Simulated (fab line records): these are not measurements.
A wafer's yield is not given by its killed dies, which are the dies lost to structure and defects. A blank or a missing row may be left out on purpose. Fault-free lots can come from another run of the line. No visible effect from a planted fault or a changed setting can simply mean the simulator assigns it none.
Which tool is to blame? / flow n5 finfet / 23 wafers from 9 lots sampled at 5 of the route's 1938 steps

== WHAT EACH GAUGE READ, for each wafer ==
N5_BEOL_M4_RC_MEAS_101.
lot=L530; measured=day 10 20:59; on=prober-02; CHAIN_V0_max_site (ohm/link)=236 256 280
lot=L531; measured=day 12 07:51; on=prober-01; CHAIN_V0_max_site (ohm/link)=259 248
lot=L535; measured=day 13 01:20; on=prober-02; CHAIN_V0_max_site (ohm/link)=239 249 230
lot=L544; measured=day 15 12:17; on=prober-02; CHAIN_V0_max_site (ohm/link)=381 255
lot=L545; measured=day 15 08:42; on=prober-01; CHAIN_V0_max_site (ohm/link)=398 240
lot=L547; measured=day 15 19:12; on=prober-01; CHAIN_V0_max_site (ohm/link)=229 362
lot=L550; measured=day 15 22:50; on=prober-02; CHAIN_V0_max_site (ohm/link)=253 270 256
lot=L552; measured=day 16 04:26; on=prober-02; CHAIN_V0_max_site (ohm/link)=253 238 238
lot=L553; measured=day 17 10:15; on=prober-01; CHAIN_V0_max_site (ohm/link)=241 245 253

== TOOL THAT RAN EACH LOT (tool first, then ch and the chambers of the sampled wafers, then the start) ==
lot=L530; N5_BEOL_M1_ETCH_70=rie diel-05 ch 0,1,2, day 8 03:49; N5_BEOL_M1_STRIP_97=rie diel-05 ch 0,1,2, day 8 04:27 or earlier; N5_BEOL_M1_PRE_CLEAN_45=pvd sputter-01, day 8 04:27; N5_BEOL_M1_ALD_84=ald metal-03 ch 2,3, day 8 04:31
lot=L531; N5_BEOL_M1_ETCH_70=rie diel-06 ch 0,2, day 8 03:49; N5_BEOL_M1_STRIP_97=rie diel-06 ch 0,2, day 8 04:32 or earlier; N5_BEOL_M1_PRE_CLEAN_45=pvd sputter-01, day 8 04:32; N5_BEOL_M1_ALD_84=ald metal-02 ch 2,3, day 8 04:37
lot=L535; N5_BEOL_M1_ETCH_70=rie diel-02 ch 0,2,3, day 9 01:58; N5_BEOL_M1_STRIP_97=rie diel-02 ch 0,2,3, day 9 03:25 or earlier; N5_BEOL_M1_PRE_CLEAN_45=pvd sputter-03, day 9 03:25; N5_BEOL_M1_ALD_84=ald metal-03 ch 0,2,3, day 9 03:29
lot=L544; N5_BEOL_M1_ETCH_70=rie diel-05 ch 0,3, day 10 12:20; N5_BEOL_M1_STRIP_97=rie diel-05 ch 0,3, day 10 12:54 or earlier; N5_BEOL_M1_PRE_CLEAN_45=pvd sputter-02, day 10 12:54; N5_BEOL_M1_ALD_84=ald metal-04 ch 1,2, day 10 13:04
lot=L545; N5_BEOL_M1_ETCH_70=rie diel-02 ch 3, day 10 19:14; N5_BEOL_M1_STRIP_97=rie diel-02 ch 3, day 10 20:08 or earlier; N5_BEOL_M1_PRE_CLEAN_45=pvd sputter-01, day 10 20:08; N5_BEOL_M1_ALD_84=ald metal-04 ch 0,2, day 10 20:12
lot=L547; N5_BEOL_M1_ETCH_70=rie diel-05 ch 1,3, day 11 00:10; N5_BEOL_M1_STRIP_97=rie diel-05 ch 1,3, day 11 00:54 or earlier; N5_BEOL_M1_PRE_CLEAN_45=pvd sputter-01, day 11 00:54; N5_BEOL_M1_ALD_84=ald metal-04 ch 1,3, day 11 00:58
lot=L550; N5_BEOL_M1_ETCH_70=rie diel-05 ch 0,2,3, day 11 19:08; N5_BEOL_M1_STRIP_97=rie diel-05 ch 0,2,3, day 11 20:08 or earlier; N5_BEOL_M1_PRE_CLEAN_45=pvd sputter-03, day 11 20:08; N5_BEOL_M1_ALD_84=ald metal-03 ch 1,2,3, day 11 20:12
lot=L552; N5_BEOL_M1_ETCH_70=rie diel-06 ch 0,3, day 11 19:36; N5_BEOL_M1_STRIP_97=rie diel-06 ch 0,3, day 11 20:18 or earlier; N5_BEOL_M1_PRE_CLEAN_45=pvd sputter-01, day 11 20:18; N5_BEOL_M1_ALD_84=ald metal-02 ch 0,3, day 11 20:22
lot=L553; N5_BEOL_M1_ETCH_70=rie diel-05 ch 0,1, day 12 06:44; N5_BEOL_M1_STRIP_97=rie diel-05 ch 0,1, day 12 07:56 or earlier; N5_BEOL_M1_PRE_CLEAN_45=pvd sputter-02, day 12 07:56; N5_BEOL_M1_ALD_84=ald metal-03 ch 1,2,3, day 12 08:07
- N5_BEOL_M1_ETCH_70: etches SOC in N2/H2, target depth 80 nm, overetch 16 nm, time 120 s.
- N5_BEOL_M1_STRIP_97: strips in N2/H2, time 10 s.
- N5_BEOL_M1_PRE_CLEAN_45: time 30 s.
- N5_BEOL_M1_ALD_84: deposits TaN, pulse time 2 s, purge time 3 s, co reactant purge time 2 s.

== THE ANSWER, worked out from the rows above alone ==
Rule: the usual values come from the lots themselves. Put in order of their means at a reading, lots are off if they are a third of the lots or fewer, leave a main group of 4 or more, and stand apart from it by a gap of 3 or more times the standard deviation of the main group's means; of several such gaps the widest counts. A main group whose means are all the same, to the digits that the tables above print for the reading, isn't used. A lot without any number at a reading at which 4 lots or more have one is off too. Where the step has rows for the other lots, those lots are counted as sound.
Off: L544, L545, L547, at N5_BEOL_M4_RC_MEAS_101 (CHAIN_V0_max_site). The main group: mean 250 ohm/link, standard deviation 7.5.
If a tool, at a process step before that reading, ran all the lots that are off and no sound lot after the first of them, it fits. The gauges at N5_BEOL_M4_RC_MEAS_101 are tried like those tools. With no start given for some of its lots, N5_BEOL_M1_STRIP_97 uses the hours and lot order of N5_BEOL_M1_PRE_CLEAN_45. One candidate fits, namely ald metal-04 at N5_BEOL_M1_ALD_84. It ran no sound lot before its first lot that is off in this sample, so the start can't be narrowed down.

== WHAT HAD BEEN PUT IN BY THE SIMULATOR ==
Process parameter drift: ald metal-04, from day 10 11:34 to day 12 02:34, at N5_BEOL_M1_ALD_84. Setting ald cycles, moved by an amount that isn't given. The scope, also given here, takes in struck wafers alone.
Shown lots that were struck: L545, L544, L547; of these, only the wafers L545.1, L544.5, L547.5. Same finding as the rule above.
